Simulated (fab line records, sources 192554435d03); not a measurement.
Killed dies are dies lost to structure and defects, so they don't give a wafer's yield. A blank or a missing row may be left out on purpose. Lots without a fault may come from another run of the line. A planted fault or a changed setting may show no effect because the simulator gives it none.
Which tool did it? | flow n5_finfet | 9 lots, 25 wafers sampled, at 5 steps of a route of 1938

WHAT THE GAUGES READ, wafer by wafer
N5_BEOL_M1_OVL_MEAS_29. Usual: V0_OVL 0.7 nm, standard deviation 0.65.
lot  | measured     | on         | V0_OVL (nm)   | flag
L932 | day 5 23:29  | overlay-01 | 0.5 1.0       |
L934 | day 6 11:31  | overlay-01 | 0.5 0.5 0.3   |
L935 | day 6 19:44  | overlay-02 | 1.0 0.7       |
L936 | day 7 07:22  | overlay-02 | 1.1 0.5 0.7   |
L939 | day 8 01:28  | overlay-02 | 1.1 1.3 2.0   |
L944 | day 9 03:53  | overlay-02 | 2.2 0.5 1.2   |
L949 | day 10 09:55 | overlay-02 | -0.1 0.6 0.9  |
L950 | day 10 22:25 | overlay-01 | 0.2 -0.6 -0.4 |
L953 | day 11 11:25 | overlay-02 | 1.7 0.6 -0.1  |

N5_BEOL_M4_RC_MEAS_101. Usual: DIBL_N 36.1 mV/V, standard deviation 2.5; DIBL_P 36 mV/V, standard deviation 3.3; IOFF_N 0.16 nA/um, standard deviation 0.046; IOFF_P 0.20 nA/um, standard deviation 0.051; ION_N 676 uA/um, standard deviation 16; ION_P 462 uA/um, standard deviation 11; SS_N 71.6 mV/dec, standard deviation 0.87; SS_P 73.2 mV/dec, standard deviation 0.86; VT_N 251 mV, standard deviation 4.4; VT_P -252 mV, standard deviation 4.6.
lot  | measured     | on        | DIBL_N (mV/V)  | DIBL_P (mV/V) | IOFF_N (nA/um) | IOFF_P (nA/um) | ION_N (uA/um) | ION_P (uA/um) | SS_N (mV/dec)  | SS_P (mV/dec)  | VT_N (mV)   | VT_P (mV)      | flag
L932 | day 9 09:12  | prober-02 | 36.6 37.9      | 37 39         | 0.17 0.20      | 0.21 0.26      | 683 692       | 459 472       | 71.8 72.5      | 73.2 74.2      | 249 248     | -250 -248      |
L934 | day 9 16:25  | prober-02 | 37.8 31.4 38.4 | 36 29 35      | 0.17 0.09 0.17 | 0.22 0.13 0.19 | 690 667 676   | 469 461 463   | 71.1 70.0 71.7 | 73.6 71.8 72.9 | 249 255 253 | -248 -257 -249 |
L935 | day 9 11:02  | prober-02 | 41.0 39.1      | 42 40         | 0.25 0.22      | 0.30 0.24      | 694 700       | 463 472       | 72.8 72.1      | 75.3 74.1      | 243 243     | -249 -248      |
L936 | day 10 15:59 | prober-01 | 41.4 34.6 33.7 | 40 34 32      | 0.26 0.13 0.11 | 0.23 0.16 0.14 | 679 680 660   | 461 467 451   | 74.1 71.1 70.6 | 74.1 72.8 72.3 | 248 254 255 | -252 -253 -256 |
L939 | day 10 19:55 | prober-01 | 33.5 36.6 35.9 | 33 37 36      | 0.12 0.17 0.15 | 0.16 0.22 0.19 | 688 677 699   | 473 462 472   | 70.3 72.3 71.2 | 72.1 73.1 72.9 | 253 247 251 | -253 -251 -251 |
L944 | day 12 06:50 | prober-01 | 35.4 34.7 36.0 | 35 36 37      | 0.18 0.17 0.18 | 0.18 0.21 0.22 | 668 690 692   | 453 474 468   | 72.7 71.2 71.7 | 72.9 73.4 73.0 | 246 245 246 | -251 -249 -250 |
L949 | day 13 19:27 | prober-01 | 35.8 36.5 39.0 | 34 36 38      | 0.13 0.13 0.18 | 0.16 0.18 0.20 | 680 673 680   | 465 463 457   | 71.4 71.2 72.0 | 72.1 73.1 73.3 | 253 254 252 | -253 -251 -252 |
L950 | day 13 20:38 | prober-02 | 33.8 32.8 33.2 | 32 30 29      | 0.11 0.10 0.10 | 0.16 0.13 0.12 | 661 663 655   | 460 457 446   | 70.5 70.5 71.1 | 72.4 72.3 71.8 | 252 254 255 | -251 -259 -258 |
L953 | day 14 23:05 | prober-02 | 38.2 38.2 37.5 | 38 39 38      | 0.19 0.19 0.18 | 0.24 0.26 0.24 | 660 679 692   | 462 471 474   | 72.5 72.5 71.3 | 73.5 74.0 73.4 | 248 249 246 | -243 -247 -245 |

WHICH TOOL RAN EACH LOT (tool, then ch and the chambers of the sampled wafers, then the start)
lot  | N5_BEOL_M1_ETCH_69                 | N5_BEOL_M1_VIA_ETCH_34             | N5_BEOL_M1_ETCH_41
L932 | rie_diel-01 ch 1,2, day 5 23:38    | rie_diel-04 ch 0,1, day 6 04:57    | rie_diel-04 ch 0,1, day 9 09:12 or earlier
L934 | rie_diel-06 ch 1,2, day 6 11:40    | rie_diel-04 ch 0,1, day 6 17:46    | rie_diel-04 ch 0,1, day 9 16:25 or earlier
L935 | rie_diel-04 ch 1, day 6 19:52      | rie_diel-04 ch 2, day 6 22:08      | rie_diel-04 ch 2, day 9 11:02 or earlier
L936 | rie_diel-01 ch 1,2,3, day 7 07:36  | rie_diel-04 ch 0,1,2, day 7 16:38  | rie_diel-04 ch 0,1,2, day 10 15:59 or earlier
L939 | rie_diel-01 ch 0,2, day 8 01:37    | rie_diel-06 ch 0,2,3, day 8 15:55  | rie_diel-06 ch 0,2,3, day 10 19:55 or earlier
L944 | rie_diel-06 ch 0,1,2, day 9 04:02  | rie_diel-06 ch 0,1,3, day 10 01:59 | rie_diel-06 ch 0,1,3, day 12 06:50 or earlier
L949 | rie_diel-01 ch 0,1,2, day 10 10:02 | rie_diel-04 ch 1,2, day 10 17:53   | rie_diel-04 ch 1,2, day 13 19:27 or earlier
L950 | rie_diel-06 ch 0,2,3, day 10 22:35 | rie_diel-06 ch 0,2, day 11 04:25   | rie_diel-06 ch 0,2, day 13 20:38 or earlier
L953 | rie_diel-01 ch 0,1,3, day 11 11:33 | rie_diel-01 ch 0,1,2, day 11 14:50 | rie_diel-01 ch 0,1,2, day 14 23:05 or earlier
- N5_BEOL_M1_ETCH_69: etches SiARC in CF4, target depth 15.6 nm, time 26 s.
- N5_BEOL_M1_VIA_ETCH_34: etches the open film in C4F6/O2, target depth 67.8 nm, time 64.4 s.
- N5_BEOL_M1_ETCH_41: etches SiCN in CH3F/O2, target depth 31.9 nm, time 57.8 s.

WHAT THE TOOLS THEMSELVES READ (means of the sampled wafers that have a number; where no wafer has one, the mark that the record gives instead)
N5_BEOL_M1_ETCH_69. Usual: drypump_motor_current_A 5.5 A, standard deviation 0.38; etch_rf_on_time_s 25.7 s, standard deviation 1; oes_product_au 0.67 a.u., standard deviation 0.071; rf_vpp_V 184.0 V, standard deviation 1.2; showerhead_plenum_p_Torr 2.14 Torr, standard deviation 0.057; throttle_valve_pct 15.65 %, standard deviation 0.29.
lot  | tool        | drypump_motor_current_A (A) | etch_rf_on_time_s (s) | oes_product_au (a.u.) | rf_vpp_V (V) | showerhead_plenum_p_Torr (Torr) | throttle_valve_pct (%) | flag
L932 | rie_diel-01 | 5.4                         | 26.0                  | 0.72                  | 184.9        | 2.21                            | 15.55                  |
L934 | rie_diel-06 | 5.6                         | 25.8                  | 0.65                  | 183.2        | 2.13                            | 15.46                  |
L935 | rie_diel-04 | 5.6                         | 25.2                  | 0.60                  | 184.1        | 2.19                            | 15.99                  |
L936 | rie_diel-01 | 5.4                         | 25.7                  | 0.72                  | 185.1        | 2.20                            | 15.59                  |
L939 | rie_diel-01 | 5.5                         | 24.7                  | 0.78                  | 184.9        | 2.15                            | 15.46                  |
L944 | rie_diel-06 | 5.5                         | 26.0                  | 0.64                  | 184.3        | 2.12                            | 15.66                  |
L949 | rie_diel-01 | 5.7                         | 25.8                  | 0.72                  | 184.3        | 2.17                            | 15.47                  |
L950 | rie_diel-06 | 5.2                         | 26.1                  | 0.64                  | 183.2        | 2.11                            | 15.71                  |
L953 | rie_diel-01 | 5.8                         | 26.2                  | 0.69                  | 185.2        | 2.16                            | 15.48                  |

N5_BEOL_M1_VIA_ETCH_34. Usual: drypump_motor_current_A 5.5 A, standard deviation 0.37; oes_f_703_au 0.79 a.u., standard deviation 0.08; oes_product_au 0.79 a.u., standard deviation 0.085; rf_vpp_V 666 V, standard deviation 15; run_length_s 87.8 s, standard deviation 0.36; showerhead_plenum_p_Torr 2.85 Torr, standard deviation 0.088; throttle_valve_pct 30.9 %, standard deviation 0.37.
lot  | tool        | drypump_motor_current_A (A) | oes_f_703_au (a.u.) | oes_product_au (a.u.) | rf_vpp_V (V) | run_length_s (s) | showerhead_plenum_p_Torr (Torr) | throttle_valve_pct (%) | flag
L932 | rie_diel-04 | 5.4                         | 0.71                | 0.70                  | 671          | 88.0             | 2.93                            | 31.2                   |
L934 | rie_diel-04 | 5.4                         | 0.71                | 0.70                  | 672          | 83.3             | 2.93                            | 31.2                   | OFF
L935 | rie_diel-04 | 5.6                         | 0.81                | 0.78                  | 674          | 80.2             | 2.71                            | 30.4                   | OFF
L936 | rie_diel-04 | 5.5                         | 0.74                | 0.73                  | 671          | 78.3             | 2.85                            | 30.9                   | OFF
L939 | rie_diel-06 | 5.3                         | 0.78                | 0.77                  | 652          | 87.7             | 2.80                            | 30.8                   |
L944 | rie_diel-06 | 5.4                         | 0.73                | 0.71                  | 650          | 87.6             | 2.76                            | 30.8                   |
L949 | rie_diel-04 | 5.6                         | 0.86                | 0.84                  | 672          | 87.2             | 2.77                            | 30.6                   |
L950 | rie_diel-06 | 5.4                         | 0.76                | 0.75                  | 650          | 87.5             | 2.76                            | 31.0                   |
L953 | rie_diel-01 | 5.8                         | 0.82                | 0.82                  | 662          | 87.7             | 2.87                            | 30.8                   |

N5_BEOL_M1_ETCH_41. Usual: drypump_motor_current_A 5.5 A, standard deviation 0.37; oes_product_au 0.79 a.u., standard deviation 0.084; rf_vpp_V 297.3 V, standard deviation 1.4; run_length_s 81.2 s, standard deviation 0.35; showerhead_plenum_p_Torr 2.01 Torr, standard deviation 0.064; throttle_valve_pct 16.4 %, standard deviation 0.31.
lot  | tool        | drypump_motor_current_A (A) | oes_product_au (a.u.) | rf_vpp_V (V) | run_length_s (s) | showerhead_plenum_p_Torr (Torr) | throttle_valve_pct (%) | flag
L932 | rie_diel-04 | 5.4                         | 0.71                  | 297.4        | 81.3             | 2.06                            | 16.8                   |
L934 | rie_diel-04 | 5.4                         | 0.70                  | 298.2        | 81.4             | 2.07                            | 16.8                   |
L935 | rie_diel-04 | 5.6                         | 0.79                  | 296.0        | 81.0             | 1.91                            | 16.1                   |
L936 | rie_diel-04 | 5.5                         | 0.73                  | 298.3        | 81.1             | 2.01                            | 16.6                   |
L939 | rie_diel-06 | 5.2                         | 0.77                  | 297.0        | 81.1             | 1.97                            | 16.4                   |
L944 | rie_diel-06 | 5.4                         | 0.71                  | 295.9        | 81.0             | 1.94                            | 16.5                   |
L949 | rie_diel-04 | 5.6                         | 0.83                  | 295.6        | 80.8             | 1.95                            | 16.2                   |
L950 | rie_diel-06 | 5.5                         | 0.76                  | 295.6        | 80.9             | 1.94                            | 16.5                   |
L953 | rie_diel-01 | 5.7                         | 0.82                  | 297.9        | 81.4             | 2.02                            | 16.2                   |

THE ANSWER, worked out from the rows above alone
Rule: a lot is off if the mean of its wafers that have a number lies more than 3 standard deviations from the usual mean. A lot without any number at a reading at which 4 lots or more have one is off too. The other lots that the step has rows for count as sound. The gauges are gone through in route order, then the tools' own readings, and for those a lot's mean is taken as printed above. The first step at which some lot is off is used, and at that step the reading that is off furthest; a lot without a number counts as furthest.
Off: L934, L935, L936, at N5_BEOL_M1_VIA_ETCH_34 (run_length_s).
A tool fits if, at that step or a process step before it, it ran every lot that is off, and no sound lot after the first of them. None of those tried fits.

WHAT THE SIMULATOR HAD PUT IN
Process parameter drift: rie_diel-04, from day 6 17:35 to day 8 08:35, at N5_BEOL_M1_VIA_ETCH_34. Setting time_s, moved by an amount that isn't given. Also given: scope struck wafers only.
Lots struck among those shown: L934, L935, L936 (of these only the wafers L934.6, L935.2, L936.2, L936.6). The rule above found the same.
